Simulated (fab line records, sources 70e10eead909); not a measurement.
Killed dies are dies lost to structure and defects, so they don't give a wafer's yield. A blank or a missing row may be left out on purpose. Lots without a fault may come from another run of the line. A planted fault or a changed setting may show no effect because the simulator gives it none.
Chamber matching | flow nand_harc | NHARC_A_CHANNEL_HOLE_D2_DEP_01 on pecvd-03: 3 sister chambers
The step deposits SiON, target thk 140 nm. 14 wafers are shown with their chamber, then 7 later ones without.

WAFERS WITH THEIR CHAMBER
wafer  | chamber | heater_power_w (W)
L469.1 | 0       | 434
L469.3 | 1       | 806
L469.6 | 0       | 431
L472.1 | 1       | 845
L472.2 | 2       | 725
L472.3 | 0       | 418
L471.2 | 0       | 427
L471.3 | 2       | 670
L471.5 | 1       | 890
L484.3 | 2       | 772
L484.5 | 1       | 800
L484.6 | 0       | 509
L485.2 | 2       | 810
L485.3 | 0       | 417

SIGNATURES (means of the wafers above)
reading        | chamber 0 | chamber 1 | chamber 2 | scatter within a chamber
heater_power_w | 439.33    | 835.25    | 744.25    | 44.9
Rule: a wafer's distance from a chamber is the root of the sum, over the readings, of the square of ((its reading less the chamber's mean) divided by the reading's scatter). The wafer belongs to the nearest chamber; if the next one is less than 2 further off, it can't be placed. The scatter: the root of (the sum of the squares of (reading less its chamber's mean) over the shown wafers, divided by (wafers less chambers)).

WAFERS WITHOUT THEIR CHAMBER
wafer  | heater_power_w (W)
L485.4 | 667
L489.2 | 472
L489.4 | 820
L489.6 | 749
L491.1 | 772
L491.2 | 502
L491.3 | 716

WHICH CHAMBER EACH WENT THROUGH
wafer  | from the rows above     | in truth
L485.4 | 2                       | 2
L489.2 | 0                       | 0
L489.4 | can't be placed: 1 or 2 | 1
L489.6 | can't be placed: 2 or 1 | 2
L491.1 | can't be placed: 2 or 1 | 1
L491.2 | 0                       | 0
L491.3 | 2                       | 2
Placed correctly: 4 of 7. Can't be placed from these rows: 3 (the true chamber is among the candidates in 3). Placed wrongly: 0.
